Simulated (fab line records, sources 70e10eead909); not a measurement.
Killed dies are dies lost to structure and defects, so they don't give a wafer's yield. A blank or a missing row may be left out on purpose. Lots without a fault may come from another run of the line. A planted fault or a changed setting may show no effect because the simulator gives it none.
Which tool did it? | flow nand_harc | 24 lots, 72 wafers sampled, at 2 steps of a route of 1302

WHAT THE GAUGES READ, wafer by wafer
NHARC_A_SOURCE_PLATE_THK_MEAS_06: measures by ellipsometry. Usual: thk_nm 200.5 nm, standard deviation 2.3.
lot  | measured     | on            | thk_nm (nm)       | flag
L074 | day 7 16:12  | film_metro-01 | 199.0 199.6 200.6 |
L075 | day 8 04:13  | film_metro-02 | 197.0 197.3 197.0 |
L076 | day 8 17:50  | film_metro-01 | 198.0 199.7 200.4 |
L077 | day 8 17:50  | film_metro-02 | 201.2 201.4 199.7 |
L079 | day 9 12:58  | film_metro-02 | 198.9 199.1 199.0 |
L078 | day 9 12:58  | film_metro-01 | 202.3 198.8 199.9 |
L080 | day 9 23:06  | film_metro-01 | 198.4 200.4 197.8 |
L081 | day 10 10:53 | film_metro-02 | 206.5 202.8 204.1 |
L082 | day 11 03:04 | film_metro-02 | 202.6 201.7 199.5 |
L084 | day 11 19:33 | film_metro-01 | 204.3 202.8 203.8 |
L083 | day 11 19:34 | film_metro-02 | 201.5 202.4 204.0 |
L085 | day 12 01:51 | film_metro-01 | 196.9 199.5 198.3 |
L086 | day 12 13:23 | film_metro-02 | 205.1 200.0 203.3 |
L087 | day 12 23:34 | film_metro-02 | 201.4 201.1 202.6 |
L088 | day 13 19:26 | film_metro-01 | 201.7 203.9 202.0 |
L089 | day 13 22:54 | film_metro-02 | 200.4 199.6 199.3 |
L090 | day 14 06:13 | film_metro-02 | 200.1 199.6 202.3 |
L091 | day 14 15:17 | film_metro-02 | 199.2 198.4 198.0 |
L092 | day 15 00:02 | film_metro-01 | 205.2 202.2 202.1 |
L093 | day 15 19:30 | film_metro-01 | 201.5 201.1 199.4 |
L094 | day 16 00:20 | film_metro-02 | 202.2 201.4 199.0 |
L095 | day 16 15:35 | film_metro-01 | 197.6 198.9 198.3 |
L096 | day 16 23:19 | film_metro-01 | 199.1 196.8 197.4 |
L097 | day 17 05:39 | film_metro-02 | 201.8 200.9 199.8 |

NHARC_A_ONON_D1_INSPECT_32. Usual: raw_defect_count 69, standard deviation 25.
lot  | measured     | on                | raw_defect_count | flag
L074 | day 8 06:01  | defect_inspect-02 | 80 44 48         |
L075 | day 8 17:44  | defect_inspect-02 | 69 90 28         |
L076 | day 9 09:58  | defect_inspect-02 | 78 47 79         |
L077 | day 9 10:07  | defect_inspect-01 | 78 84 48         |
L079 | day 10 02:20 | defect_inspect-01 | 32 37 29         |
L078 | day 10 02:20 | defect_inspect-02 | 53 64 38         |
L080 | day 10 13:07 | defect_inspect-01 | 72 88 85         |
L081 | day 11 01:01 | defect_inspect-01 | 38 52 66         |
L082 | day 11 16:38 | defect_inspect-02 | 46 36 49         |
L084 | day 12 10:18 | defect_inspect-01 | 86 87 65         |
L083 | day 12 10:14 | defect_inspect-02 | 79 65 139        |
L085 | day 12 17:56 | defect_inspect-02 | 137 86 96        |
L086 | day 13 02:52 | defect_inspect-02 | 90 148 107       |
L087 | day 13 13:07 | defect_inspect-02 | 35 86 70         |
L088 | day 14 09:27 | defect_inspect-01 | 60 46 42         |
L089 | day 14 09:43 | defect_inspect-01 | 63 83 105        |
L090 | day 14 20:02 | defect_inspect-02 | 48 68 43         |
L091 | day 15 04:50 | defect_inspect-02 | 54 46 68         |
L092 | day 15 16:22 | defect_inspect-01 | 79 84 50         |
L093 | day 16 10:44 | defect_inspect-02 | 66 66 95         |
L094 | day 16 10:45 | defect_inspect-02 | 86 62 37         |
L095 | day 17 05:04 | defect_inspect-01 | 73 46 90         |
L096 | day 17 12:50 | defect_inspect-02 | 80 63 71         |
L097 | day 17 19:28 | defect_inspect-01 | 65 45 28         |

WHICH TOOL RAN EACH LOT (tool, then ch and the chambers of the sampled wafers, then the start)
The record holds no process step before these readings.

WHAT THE TOOLS THEMSELVES READ (means of the sampled wafers that have a number; where no wafer has one, the mark that the record gives instead)
The record holds no such reading with a usual standard deviation.

THE ANSWER, worked out from the rows above alone
Rule: a lot is off if the mean of its wafers that have a number lies more than 3 standard deviations from the usual mean. A lot without any number at a reading at which 4 lots or more have one is off too. The other lots that the step has rows for count as sound. The gauges are gone through in route order, then the tools' own readings, and for those a lot's mean is taken as printed above. The first step at which some lot is off is used, and at that step the reading that is off furthest; a lot without a number counts as furthest.
No lot is off at any reading shown: from this, nothing can be told.

WHAT THE SIMULATOR HAD PUT IN
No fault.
